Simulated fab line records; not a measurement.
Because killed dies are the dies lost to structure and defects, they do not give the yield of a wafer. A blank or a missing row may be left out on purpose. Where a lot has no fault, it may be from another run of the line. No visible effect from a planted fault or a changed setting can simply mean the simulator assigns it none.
fab line records	flow nand-harc
record lots=10	wafers=30	last-day=24
route steps=1159 shown A_CHANNEL_HOLE_D1@467 A_CHANNEL_FILL_D1@501 END@1159
lots untouched by any fault: they come from a run of this same line in which no faults occurred
start-h: hours from the record's opening day to when the first of the lot's shown wafers began	wait-h: hours from the lot's prior step to this one	" repeats the value in the row above	L1.1+2: several wafers, shown together as one row	- either no value or no given start	* or withheld: withheld	< > ~ a bound
route shown NAME@n: NAME is a module with steps in the file, n the number in the route of the first one	usual: the fault-free wafers' mean and standard deviation	same: alike in all rows	chamber/n: place in a boat	sites: readings site by site	_std_site: standard deviation of those values	_edge_site: mean of outer sites minus mean of inner sites	radius-mm: how far each site lies from the wafer's centre	mask NAME#n: copy n	behind: tool/chamber where the wafer was last shaped	hold: why the lot was held/for how many hours/how that ended	device: transistor that didn't switch, given as n, p or np	end of line: the tests these same wafers got at the end of their route	for a step that has no rows: nothing shown but its recipe	killed: dies lost to structure and defects at the first sort, not the wafer's yield	map: shows each die of a wafer: x if killed, . if not, _ if none is there
set.NAME: the run value of the setting; set.NAME@STEP: its run value at that earlier step	model.NAME: the simulator's own value behind a step, which no gauge read
one table for each step of the route and one row for each wafer, over a sample of lots
services: from which hour (start-h, from the record's first day; less than 0 if before it) a tool's chamber was out of use, for how many hours, and why
## steps
# step NHARC_A_CHANNEL_HOLE_D1_ETCH_39
# recipe target-depth-a=2600	over-etch-frac=0.3	time-s=325	ion-energy-ev=200	n2-flow-sccm=150	h2-flow-sccm=150	ar-flow-sccm=0	rf-w=400	bias-w=150	chemistry=N2/H2
# usual drypump-motor-current-A=5.7/0.47	mfc-ar-sccm=0.007/0.012	oes-product-au=1.000/0.014	rf-fwd-power-W=399.2/1.2	rf-vpp-V=431.3/2.8	showerhead-plenum-p-Torr=2.06/0.098	throttle-valve-pct=14.171/0.0089
lot.wafer	tool	chamber	start-h	wait-h	drypump-motor-current-A	mfc-ar-sccm	oes-product-au	rf-fwd-power-W	rf-hours-counter-h	rf-vpp-V	showerhead-plenum-p-Torr	throttle-valve-pct
L810.2	rie-diel-03	3	-	-	6.4	0	0.994	400.1	8.7	431.1	2.00	14.157
L810.6	"	1	"	"	6.1	0	1.002	400.0	-	428.6	1.94	14.184
L810.4	"	0	"	"	5.6	0.023	1.018	399.4	-	435.6	2.21	14.186
L811.3	rie-diel-05	2	-	-	5.3	0	1.005	400.6	0.4	429.7	2.00	14.177
L811.1	"	1	"	"	6.7	0.004	1.014	400.3	0.4	433.3	2.19	14.164
L811.6	"	2	"	"	5.3	0	1.008	399.1	-	429.4	1.99	14.172
L814.1	rie-diel-05	3	-	-	5.7	0	0.994	398.5	1.6	431.6	2.06	14.165
L814.6	"	2	"	"	5.3	0	1.006	398.2	-	430.3	1.99	14.173
L814.5	"	3	"	"	5.7	0	0.999	398.3	-	431.3	2.06	14.182
L817.4	rie-diel-10	2	-	-	5.3	0.011	0.981	400.9	3.0	427.3	1.95	14.179
L817.2	"	1	"	"	5.7	0	0.980	398.4	3.4	426.6	1.97	14.164
L817.6	"	2	"	"	5.4	0.011	0.985	401.8	-	428.4	1.95	14.178
L819.2	rie-diel-10	0	-	-	5.8	0	1.007	399.2	5.0	428.4	1.97	14.180
L819.5	"	3	"	"	5.0	0	0.989	398.0	-	434.6	2.19	14.174
L819.6	"	0	"	"	5.8	0	1.017	397.7	-	428.4	1.97	14.163
L824.1	rie-diel-03	3	-	-	6.4	0	0.993	399.8	1.5	428.4	2.00	14.159
L824.3	"	0	"	"	5.5	0.023	1.030	398.1	2.1	434.3	2.20	14.162
L824.6	"	0	"	"	5.6	0.023	1.028	399.0	-	434.4	2.20	14.186
L825.2	rie-diel-05	3	-	-	5.7	0	0.999	400.6	5.8	429.3	2.05	14.169
L825.6	"	2	"	"	5.3	0	1.012	399.3	-	429.0	1.99	14.174
L825.5	"	3	"	"	5.7	0	0.986	400.1	-	431.7	2.05	14.162
L828.2	rie-diel-05	3	-	-	5.7	0	0.989	397.8	6.7	430.6	2.05	14.161
L828.4	"	2	"	"	5.3	0	1.004	400.4	6.7	430.2	1.99	14.166
L828.6	"	0	"	"	5.5	0.034	0.999	399.4	-	432.6	2.13	14.169
L832.1	rie-diel-05	1	-	-	6.7	0.004	0.997	400.8	7.4	435.3	2.18	14.168
L832.4	"	2	"	"	5.3	0	1.007	400.5	8.3	429.2	1.99	14.175
L832.5	"	1	"	"	6.7	0.004	1.000	400.7	-	434.4	2.18	14.169
L833.4	rie-diel-03	3	-	-	6.4	0	0.968	398.7	6.2	429.5	2.00	14.176
L833.3	"	0	"	"	5.6	0.023	1.017	397.6	7.4	434.4	2.20	14.166
L833.6	"	3	"	"	6.4	0	0.981	399.3	-	427.8	1.99	14.175
# step NHARC_A_CHANNEL_HOLE_D1_ETCH_23
# recipe bias-v=5000	source-w=withheld	pressure-mtorr=20	time-s=819	ar-flow-sccm=375	c4f8-flow-sccm=89.3	o2-flow-sccm=35.7	temp-c=-20	target-depth-a=16000	chemistry=C4F8/O2/Ar
# usual drypump-motor-current-A=5.84/0.2	esc-clamp-current-uA=0.0212/0.00057	mfc-ar-sccm=375.1/1.3	showerhead-plenum-p-Torr=3.78/0.081	throttle-valve-pct=32.154/0.009
lot.wafer	tool	chamber	start-h	wait-h	drypump-motor-current-A	esc-clamp-current-uA	mfc-ar-sccm	rf-hours-counter-h	showerhead-plenum-p-Torr	throttle-valve-pct
L810.2	har-etch-02	0	166.09	0.5	5.74	0.0215	375.7	98	3.66	32.144
L810.4	"	0	"	"	5.74	0.0213	375.0	-	3.66	32.159
L810.6	"	1	"	"	5.67	0.0219	375.8	-	3.88	32.164
L811.1	har-etch-01	1	190.11	0.5	6.16	0.0211	374.5	195	3.82	32.165
L811.3	"	1	"	"	6.18	0.0212	374.9	-	3.82	32.170
L811.6	"	0	"	"	5.78	0.0203	377.4	-	3.82	32.141
L814.1	har-etch-01	1	207.20	0.5	6.15	0.0212	373.0	205	3.82	32.159
L814.5	"	1	"	"	6.15	0.0211	376.4	-	3.82	32.139
L814.6	"	0	"	"	5.77	0.0203	376.1	-	3.82	32.147
L817.2	har-etch-02	0	219.54	0.5	5.72	0.0213	377.3	119	3.64	32.151
L817.4	"	0	"	"	5.71	0.0214	375.1	-	3.64	32.157
L817.6	"	0	"	"	5.71	0.0214	373.9	-	3.64	32.152
L819.2	har-etch-01	1	226.79	0.5	6.14	0.0212	373.9	218	3.81	32.163
L819.6	"	0	"	"	5.79	0.0203	377.5	-	3.81	32.148
L819.5	"	1	"	"	6.15	0.0212	373.7	-	3.81	32.155
L824.1	har-etch-02	1	266.02	0.5	5.62	0.0219	375.0	136	3.86	32.149
L824.3	"	0	"	"	5.73	0.0214	376.3	-	3.64	32.155
L824.6	"	0	"	"	5.72	0.0214	374.2	-	3.64	32.153
L825.2	har-etch-01	1	267.35	0.5	6.16	0.0211	376.3	235	3.80	32.161
L825.6	"	0	"	"	5.76	0.0204	372.2	-	3.80	32.138
L825.5	"	1	"	"	6.15	0.0212	375.7	-	3.80	32.146
L828.2	har-etch-01	1	279.16	0.5	6.15	0.0211	376.0	243	3.80	32.152
L828.4	"	0	"	"	5.76	0.0203	375.7	-	3.80	32.154
L828.6	"	0	"	"	5.78	0.0203	373.8	-	3.80	32.141
L832.1	har-etch-02	0	310.04	0.5	5.73	0.0214	374.9	160	3.62	32.154
L832.4	"	1	"	"	5.65	0.0219	376.2	-	3.84	32.156
L832.5	"	1	"	"	5.68	0.0219	377.1	-	3.84	32.150
L833.4	har-etch-02	0	314.43	0.5	5.72	0.0214	375.1	-	3.62	32.149
L833.3	"	1	"	"	5.67	0.0219	372.9	-	3.84	32.145
L833.6	"	0	"	"	5.70	0.0214	374.9	-	3.62	32.169
# step NHARC_A_CHANNEL_HOLE_D1_ETCH_25
# recipe bias-v=5000	source-w=withheld	pressure-mtorr=20	time-s=1040.2	ar-flow-sccm=375	c4f8-flow-sccm=93.8	o2-flow-sccm=31.2	temp-c=-20	target-depth-a=15000	chemistry=C4F8/O2/Ar
# usual drypump-motor-current-A=5.83/0.2	esc-clamp-current-uA=0.0212/0.00057	mfc-ar-sccm=375.0/1.2	showerhead-plenum-p-Torr=3.77/0.081	throttle-valve-pct=32.235/0.0091
lot.wafer	tool	chamber	start-h	wait-h	drypump-motor-current-A	esc-clamp-current-uA	mfc-ar-sccm	rf-hours-counter-h	showerhead-plenum-p-Torr	throttle-valve-pct
L810.2	har-etch-02	0	167.54	0.6	5.73	0.0214	376.5	99	3.65	32.225
L810.4	"	0	"	"	5.72	0.0213	375.3	-	3.65	32.235
L810.6	"	1	"	"	5.60	0.0219	376.7	-	3.87	32.246
L811.1	har-etch-01	1	191.58	0.6	6.14	0.0212	375.4	197	3.82	32.214
L811.3	"	1	"	"	6.16	0.0211	374.1	-	3.82	32.254
L811.6	"	0	"	"	5.79	0.0203	375.0	-	3.82	32.225
L814.1	har-etch-01	1	208.68	0.6	6.20	0.0211	375.5	206	3.81	32.229
L814.5	"	1	"	"	6.20	0.0211	375.1	-	3.81	32.247
L814.6	"	0	"	"	5.74	0.0203	374.3	-	3.81	32.221
L817.2	har-etch-02	0	221.04	0.7	5.71	0.0214	373.9	120	3.64	32.241
L817.4	"	0	"	"	5.69	0.0213	376.7	-	3.64	32.235
L817.6	"	0	"	"	5.72	0.0214	375.9	-	3.64	32.236
L819.2	har-etch-01	1	228.29	0.7	6.15	0.0211	376.9	219	3.80	32.250
L819.6	"	0	"	"	5.77	0.0203	374.0	-	3.80	32.239
L819.5	"	1	"	"	6.16	0.0212	376.9	-	3.80	32.252
L824.1	har-etch-02	1	267.52	0.7	5.61	0.0219	372.6	137	3.85	32.234
L824.3	"	0	"	"	5.73	0.0214	372.5	-	3.63	32.236
L824.6	"	0	"	"	5.72	0.0214	373.6	-	3.63	32.234
L825.2	har-etch-01	1	268.84	0.7	6.15	0.0212	374.7	236	3.79	32.240
L825.6	"	0	"	"	5.76	0.0203	374.3	-	3.79	32.239
L825.5	"	1	"	"	6.16	0.0212	374.1	-	3.79	32.240
L828.2	har-etch-01	1	280.63	0.6	6.14	0.0212	374.5	245	3.79	32.239
L828.4	"	0	"	"	5.79	0.0204	374.4	-	3.79	32.227
L828.6	"	0	"	"	5.78	0.0204	376.3	-	3.79	32.229
L832.1	har-etch-02	0	311.49	0.6	5.70	0.0214	375.3	162	3.62	32.241
L832.4	"	1	"	"	5.64	0.0220	372.8	-	3.84	32.240
L832.5	"	1	"	"	5.61	0.0220	376.0	-	3.84	32.240
L833.4	har-etch-02	0	315.95	0.7	5.73	0.0214	374.7	-	3.61	32.216
L833.3	"	1	"	"	5.66	0.0220	375.6	-	3.83	32.237
L833.6	"	0	"	"	5.73	0.0215	377.4	-	3.61	32.229
# step NHARC_A_CHANNEL_FILL_D1_STRIP_28
# recipe time-s=20	o2-flow-sccm=500	ar-flow-sccm=0	bias-w=0	chemistry=O2
# usual bias-w=0/0	chamber-pressure-mTorr=60.00/0.056	drypump-motor-current-A=5.6/0.42	mfc-ar-sccm=0.003/0.0073	oes-product-au=0.994/0.014	rf-vpp-V=58.1/0.82	showerhead-plenum-p-Torr=3.61/0.16	throttle-valve-pct=17.038/0.008
lot.wafer	tool	chamber	start-h	wait-h	bias-w	chamber-pressure-mTorr	drypump-motor-current-A	mfc-ar-sccm	oes-product-au	rf-hours-counter-h	rf-vpp-V	showerhead-plenum-p-Torr	throttle-valve-pct
L810.4	rie-diel-12	1	195.27	0.1	0	59.97	6.2	0	1.009	4	58.9	3.74	17.040
L810.2	"	2	"	"	0	59.99	5.2	0	0.981	4	59.4	3.63	17.033
L810.6	"	1	"	"	0	60.05	6.2	0	0.992	-	58.2	3.74	17.032
L811.1	rie-diel-12	2	218.88	0.1	0	60.02	5.2	0	0.991	0	58.2	3.63	17.038
L811.3	"	3	"	"	0	60.07	5.3	0.003	0.988	0	58.5	3.63	17.039
L811.6	"	0	"	"	0	60.05	5.3	0	0.991	-	58.6	3.75	17.045
L814.1	rie-diel-09	0	235.71	0.1	0	59.99	5.0	0	1.010	5	58.8	3.69	17.034
L814.6	"	1	"	"	0	60.05	6.1	0	1.023	-	58.7	3.33	17.040
L814.5	"	2	"	"	0	60.08	6.0	0.022	1.000	-	57.0	3.34	17.061
L817.2	rie-diel-12	1	252.50	0.1	0	59.99	6.2	0	0.988	1	56.8	3.74	17.029
L817.4	"	2	"	"	0	60.01	5.2	0	0.982	1	58.3	3.63	17.037
L817.6	"	0	"	"	0	59.99	5.4	0	0.986	-	58.4	3.75	17.050
L819.2	rie-diel-12	1	258.51	0.1	0	60.05	6.2	0	0.994	1	59.0	3.74	17.035
L819.6	"	1	"	"	0	60.00	6.2	0	0.998	-	57.6	3.74	17.043
L819.5	"	2	"	"	0	60.08	5.2	0	0.989	-	58.8	3.63	17.030
L824.3	rie-diel-09	0	296.26	0.1	-	-	-	-	-	-	-	-	-
L824.1	"	2	"	"	-	-	-	-	-	-	-	-	-
L824.6	"	1	"	"	-	-	-	-	-	-	-	-	-
L825.2	rie-diel-12	3	296.27	0.1	-	-	-	-	-	-	-	-	-
L825.6	"	2	"	"	-	-	-	-	-	-	-	-	-
L825.5	"	3	"	"	-	-	-	-	-	-	-	-	-
L828.2	rie-diel-09	0	309.13	0.1	0	60.06	5.0	0	1.006	1	57.9	3.69	17.030
L828.4	"	1	"	"	0	59.98	6.1	0	1.006	1	57.5	3.33	17.043
L828.6	"	3	"	"	0	59.93	5.7	0	0.984	-	57.5	3.75	17.021
L832.4	rie-diel-12	0	339.98	0.1	0	59.96	5.4	0	0.990	3	58.1	3.75	17.044
L832.1	"	1	"	"	0	59.94	6.2	0	0.992	3	59.4	3.73	17.049
L832.5	"	2	"	"	0	60.01	5.2	0	0.990	-	58.2	3.63	17.052
L833.4	rie-diel-08	1	343.62	0.1	0	59.96	5.9	0	1.002	4	57.7	3.53	17.036
L833.3	"	0	"	"	0	59.94	5.7	0.022	0.980	5	57.7	3.58	17.037
L833.6	"	2	"	"	0	59.97	5.1	0.009	0.998	-	57.9	3.55	17.038
# step NHARC_END_SORT_01
# recipe temp-c=25
# usual killed-at-array=25/7.8	killed-at-other=0.6/0.81	killed-at-periphery=3.3/2.2	killed-dies=29/8.2	killed-open=3.5/1.9	killed-short=1.8/1.3
# same gross-dies=677
lot.wafer	tool	chamber	start-h	wait-h	hold	killed-at-array	killed-at-other	killed-at-periphery	killed-dies	killed-open	killed-short
L810.2	prober-02	0	435.24	2.8	-	22	0	4	26	2	0
L810.4	prober-02	0	436.84	3.4	-	23	0	3	26	4	1
L810.6	prober-02	0	438.44	4.0	-	24	0	4	28	4	2
L817.2	prober-02	0	491.06	2.8	-	21	3	6	30	4	2
L817.4	prober-02	0	492.64	3.4	-	35	1	4	40	7	3
L817.6	prober-02	0	494.22	3.9	-	24	0	1	25	2	3
L819.2	prober-02	0	498.82	2.8	-	26	1	3	30	5	2
L819.5	prober-02	0	501.24	3.7	-	23	2	2	27	3	0
L819.6	prober-02	0	502.04	4.0	-	31	1	3	35	8	1
L824.1	prober-01	0	531.28	2.5	await-dispo/5.3h/scrap	673	3	1	677	4	0
L824.3	prober-01	0	532.86	3.1	await-dispo/5.3h/scrap	675	0	2	677	1	2
L824.6	prober-01	0	535.23	4.0	await-dispo/5.3h/scrap	672	2	3	677	3	2
L825.2	prober-01	0	539.86	2.8	await-dispo/3.4h/scrap	672	0	5	677	5	0
L825.5	prober-01	0	542.26	3.7	await-dispo/3.4h/scrap	676	0	1	677	3	2
L825.6	prober-01	0	543.06	4.0	await-dispo/3.4h/scrap	670	1	6	677	6	2
L828.2	prober-02	0	541.27	2.9	-	21	1	2	24	4	1
L828.4	prober-02	0	542.90	3.5	-	22	0	2	24	3	1
L828.6	prober-02	0	544.53	4.1	-	23	0	1	24	3	2
# killed by level:class
L810.2 A_STAIRCASE:chamber-film-flake=13 A_SLIT:chamber-film-flake=5 A_SOURCE_PLATE:geometric-particle:open=1 A_M0:geometric-particle:open=1 P_ZERO_WELL:chamber-film-flake=1 P_STI:chamber-film-flake=1 P_GATE:chamber-film-flake=1 P_BONDPAD:chamber-film-flake=1
L810.4 A_SLIT:chamber-film-flake=10 A_STAIRCASE:chamber-film-flake=4 A_CHANNEL_HOLE_D1:chamber-film-flake=3 A_CONTACT:chamber-film-flake=2 P_CONTACT:geometric-particle:open=1 P_M0:geometric-particle:open=1 A_SOURCE_PLATE:geometric-particle:open=1 A_ONON_D1:geometric-particle:short=1
L810.6 A_SLIT:chamber-film-flake=10 A_CONTACT:chamber-film-flake=4 A_STAIRCASE:chamber-film-flake=3 P_CONTACT:geometric-particle:open=1 A_SGD_CUT:geometric-particle:open=1 A_CONTACT:geometric-particle:open=1 A_BLC:geometric-particle:short=1 A_M0:geometric-particle:short=1
L817.2 A_SLIT:chamber-film-flake=13 P_GATE:chamber-film-flake=6 A_CHANNEL_FILL_D1:chamber-film-flake=2 A_CONTACT:chamber-film-flake=2 A_SOURCE_PLATE:geometric-particle:open=1 A_CHANNEL_FILL_D1:geometric-particle:open=1 A_WL_FILL:geometric-particle:short=1 A_M0:geometric-particle:open=1
L817.4 A_SLIT:chamber-film-flake=16 A_CONTACT:geometric-particle:open=5 A_CONTACT:chamber-film-flake=5 A_CHANNEL_HOLE_D1:chamber-film-flake=4 A_WL_FILL:geometric-particle:short=2 P_GATE:geometric-particle:open=1 P_M1:geometric-particle:open=1 A_CHANNEL_FILL_D1:geometric-particle:short=1
L817.6 A_SLIT:chamber-film-flake=13 A_CONTACT:chamber-film-flake=5 A_CHANNEL_HOLE_D1:chamber-film-flake=2 P_M1:geometric-particle:short=1 A_SOURCE_PLATE:geometric-particle:short=1 A_SGD_CUT:geometric-particle:short=1 A_WL_FILL:geometric-particle:open=1 A_M1:geometric-particle:open=1
L819.2 A_CHANNEL_HOLE_D1:chamber-film-flake=9 A_CONTACT:chamber-film-flake=5 A_WL_FILL:chamber-film-flake=3 A_SLIT:chamber-film-flake=2 P_CONTACT:geometric-particle:open=1 P_M1:geometric-particle:open=1 A_ONON_D1:geometric-particle:short=1 A_CHANNEL_HOLE_D1:geometric-particle:short=1
L819.5 A_CHANNEL_HOLE_D1:chamber-film-flake=8 A_CONTACT:chamber-film-flake=7 A_WL_FILL:geometric-particle:open=2 P_STI:chamber-film-flake=2 A_SLIT:chamber-film-flake=2 A_WL_FILL:chamber-film-flake=2 THIN_TSV:chamber-film-flake=2 A_ONON_D1:geometric-particle:open=1
L819.6 A_CHANNEL_HOLE_D1:chamber-film-flake=12 A_SLIT:chamber-film-flake=4 A_CONTACT:geometric-particle:open=3 A_ZERO_WELL:chamber-film-flake=3 A_CONTACT:chamber-film-flake=3 A_CHANNEL_FILL_D1:geometric-particle:open=2 A_CHANNEL_FILL_D1:chamber-film-flake=2 P_CONTACT:geometric-particle:open=1
L824.1 A_CHANNEL_FILL_D1:area-strip=659 A_CONTACT:chamber-film-flake=5 A_CHANNEL_HOLE_D1:chamber-film-flake=4 THIN_TSV:chamber-film-flake=3 A_BLC:geometric-particle:open=2 A_WL_FILL:geometric-particle:open=1 A_CONTACT:geometric-particle:open=1 P_GATE:chamber-film-flake=1
L824.3 A_CHANNEL_FILL_D1:area-strip=657 A_CHANNEL_HOLE_D1:chamber-film-flake=8 A_CONTACT:chamber-film-flake=7 P_GATE:geometric-particle:short=1 P_M1:geometric-particle:open=1 A_M1:geometric-particle:short=1 A_ZERO_WELL:chamber-film-flake=1 A_SLIT:chamber-film-flake=1
L824.6 A_CHANNEL_FILL_D1:area-strip=658 A_CHANNEL_HOLE_D1:chamber-film-flake=6 A_CONTACT:chamber-film-flake=4 THIN_TSV:chamber-film-flake=2 P_M0:geometric-particle:open=1 P_M0:geometric-particle:short=1 A_SGD_CUT:geometric-particle:open=1 A_WL_FILL:geometric-particle:short=1
L825.2 A_CHANNEL_FILL_D1:area-strip=636 A_CHANNEL_HOLE_D1:chamber-film-flake=14 A_SLIT:chamber-film-flake=8 P_M1:chamber-film-flake=5 A_CONTACT:geometric-particle:open=4 A_CONTACT:chamber-film-flake=3 A_ZERO_WELL:chamber-film-flake=2 A_WL_FILL:chamber-film-flake=2
L828.2 A_CHANNEL_HOLE_D1:chamber-film-flake=11 A_ZERO_WELL:chamber-film-flake=2 A_STAIRCASE:chamber-film-flake=2 P_M0:geometric-particle:open=1 A_SOURCE_PLATE:geometric-particle:open=1 A_ONON_D1:geometric-particle:short=1 A_WL_FILL:geometric-particle:open=1 A_BLC:geometric-particle:open=1
L825.5 A_CHANNEL_FILL_D1:area-strip=649 A_SLIT:chamber-film-flake=13 A_CHANNEL_HOLE_D1:chamber-film-flake=8 A_WL_FILL:geometric-particle:short=2 A_CONTACT:chamber-film-flake=2 P_GATE:geometric-particle:open=1 A_BLC:geometric-particle:open=1 A_M1:geometric-particle:open=1
L828.4 A_CHANNEL_HOLE_D1:chamber-film-flake=18 A_ZERO_WELL:chamber-film-flake=2 P_GATE:geometric-particle:open=1 P_CONTACT:geometric-particle:open=1 A_CHANNEL_HOLE_D1:geometric-particle:short=1 A_SGD_CUT:geometric-particle:open=1
L825.6 A_CHANNEL_FILL_D1:area-strip=630 A_CHANNEL_HOLE_D1:chamber-film-flake=17 A_SLIT:chamber-film-flake=12 P_M1:chamber-film-flake=5 A_WL_FILL:geometric-particle:short=2 A_ZERO_WELL:chamber-film-flake=2 A_CONTACT:chamber-film-flake=2 P_M1:geometric-particle:open=1
L828.6 A_CHANNEL_HOLE_D1:chamber-film-flake=14 A_CONTACT:chamber-film-flake=3 P_GATE:geometric-particle:open=1 A_CHANNEL_FILL_D1:geometric-particle:open=1 A_SGD_CUT:geometric-particle:short=1 A_WL_FILL:geometric-particle:short=1 A_CONTACT:geometric-particle:open=1 A_ZERO_WELL:chamber-film-flake=1
## services
tool	chamber	start-h	hours	kind
rie-diel-03	2	157.31	12.0	repair
rie-diel-09	3	158.63	4.4	repair
rie-diel-10	2	161.02	4.8	repair
rie-diel-05	-	163.70	9.0	pm
rie-diel-10	0	165.64	6.9	repair
rie-diel-10	-	176.50	9.0	pm
rie-diel-09	0	188.86	5.0	repair
rie-diel-03	3	189.59	19.7	repair
rie-diel-08	2	191.22	9.6	repair
rie-diel-03	2	195.69	7.1	repair
rie-diel-12	-	202.43	9.0	pm
rie-diel-09	0	213.18	11.1	repair
rie-diel-03	-	215.30	9.0	pm
rie-diel-10	1	238.02	9.0	repair
rie-diel-08	3	239.65	8.7	repair
rie-diel-09	1	249.82	16.5	repair
rie-diel-09	-	254.10	9.0	pm
rie-diel-03	2	271.64	4.0	repair
rie-diel-03	1	294.59	8.8	repair
har-etch-01	-	305.00	17.0	pm
rie-diel-10	-	323.20	0.2	repair
rie-diel-10	1	332.56	3.4	repair
rie-diel-12	2	333.94	2.4	repair
rie-diel-05	-	340.73	9.0	pm
## key
first-sign step=NHARC_A_CHANNEL_FILL_D1_STRIP_28	reading=tool-record	direction=missing
effect step=NHARC_END_SORT_01	reading=killed-at-array	direction=up	sigmas=83	usual=25	struck=673
more-kills-born-at NHARC_A_CHANNEL_FILL_D1_STRIP_28@rie-diel-09=1974	NHARC_A_CHANNEL_FILL_D1_STRIP_28@rie-diel-12=1915
met-at NHARC_A_CHANNEL_FILL_D1_STRIP_28
struck-lots L824,L825
later-rows-left-out L824.1,L824.3,L824.6,L825.2,L825.5,L825.6
tester-left-out L824,L825
not-acting-at NHARC_A_CHANNEL_HOLE_D1_ETCH_39,NHARC_A_CHANNEL_HOLE_D1_ETCH_23,NHARC_A_CHANNEL_HOLE_D1_ETCH_25
onset-between 258.51 296.26
fault kind=skipped-step-whole	tool=rie-diel-09,rie-diel-12	chamber=-	onset-h=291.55	steps=NHARC_A_CHANNEL_FILL_D1_STRIP_28	scope=struck-lots-only
# tester-left-out: of these lots the tester's yield and bins aren't shown, on N5 and GAA mostly nor the transistor test; their killed dies are dies lost to structure and defects alone, not to doping, threshold or leakage, so they don't give the yield
# later-rows-left-out: the simulator's readings of these wafers behind a module that went badly wrong aren't trusted and aren't shown, but for the sort
